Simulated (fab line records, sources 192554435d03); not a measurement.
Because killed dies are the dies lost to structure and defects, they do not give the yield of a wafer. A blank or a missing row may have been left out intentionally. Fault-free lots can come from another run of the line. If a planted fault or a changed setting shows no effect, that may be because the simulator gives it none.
Problem report, 8D (eight disciplines) form, completed by code ; flow n5_finfet ; the parts of the form that need people (team, actions taken, sign-off) are left out

1. WHAT IS WRONG
Wafers without a fault read 775.0 C, standard deviation 0.34; susceptor_temp_C at N5_SD_EPI_N_VAPOR_ETCH_50 reads a mean of 781.1 C on 6 wafers belonging to 2 lots. Relative to the usual mean, that is a shift of +18 standard deviations.
The step: etches Si in HCl, time 54 s.
Seen first at day 5 11:20 on epi_rpcvd-04, wafer L583.1. Wafers with a number at this step in the record: 30, from 10 lots. Rule for "out", or "out of limits": more than 4 standard deviations from the usual mean. All remaining wafers that have a number are taken as sound.

2. WHAT IT IS, AND WHAT IT ISN'T
question;is;is not
which readings at this step;susceptor_temp_C;lamp_inner_pct, throttle_valve_pct
which lots;L583, L587;L574, L576, L577, L578, L579, L584, L590, L592
which wafers of those lots;all that have a number;-
read on which tools;epi_rpcvd-04;epi_rpcvd-01, epi_rpcvd-02
when;from day 5 11:20;"up to then (15 sound wafers); but 9 sound wafers of L584, L590, L592 came after"

3. WHAT RULES OUT EACH SUSPECT
Counting: a tool at any process step up to the reading remains a suspect when it ran all the lots that are out and ran no sound lot after the first of those.
- epi_rpcvd-04 at N5_SD_EPI_N_VAPOR_ETCH_50 (etches Si in HCl, time 54 s): kept. All lots that are out passed through it, beginning with L583 at day 5 11:20, and no sound lot followed; its final sound lot before that point was L579 at day 4 09:57. On those wafers its own readings are out: susceptor_temp_C.
After counting, what remains is epi_rpcvd-04 at N5_SD_EPI_N_VAPOR_ETCH_50.

4. THE CAUSE (what the simulator had put in)
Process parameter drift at N5_SD_EPI_N_VAPOR_ETCH_50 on epi_rpcvd-04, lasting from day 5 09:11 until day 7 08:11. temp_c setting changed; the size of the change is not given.
After counting, this tool was the only one left.

5. THE CHAIN OF EFFECTS, in route order
Rows list readings where the struck wafers' mean (over those with a number) sits beyond 3 standard deviations from the usual. Readings are gone through only where the record gives a usual standard deviation; hours: the median, over the lots, of the time from a lot's start at the first step in this table giving one to that lot's start at this step; sigmas: the change measured in usual standard deviations.
hours;step;reading;usual;on struck wafers;change;sigmas
0;N5_SD_EPI_N_VAPOR_ETCH_50;susceptor_temp_C;775.0 C;781.1;+6.1;+18
Its process steps:
- N5_SD_EPI_N_VAPOR_ETCH_50: etches Si in HCl, time 54 s.
At these later measuring or inspecting steps, every struck wafer for which the step has a row has a number for every such reading, and none has moved that far: N5_SD_EPI_N_INSPECT_26, N5_BEOL_M4_RC_MEAS_101.

6. HOW IT WOULD HAVE BEEN CAUGHT EARLIER
First out-of-limits reading in this record: day 5 11:20, which is 2 hours after fault onset at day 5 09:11.
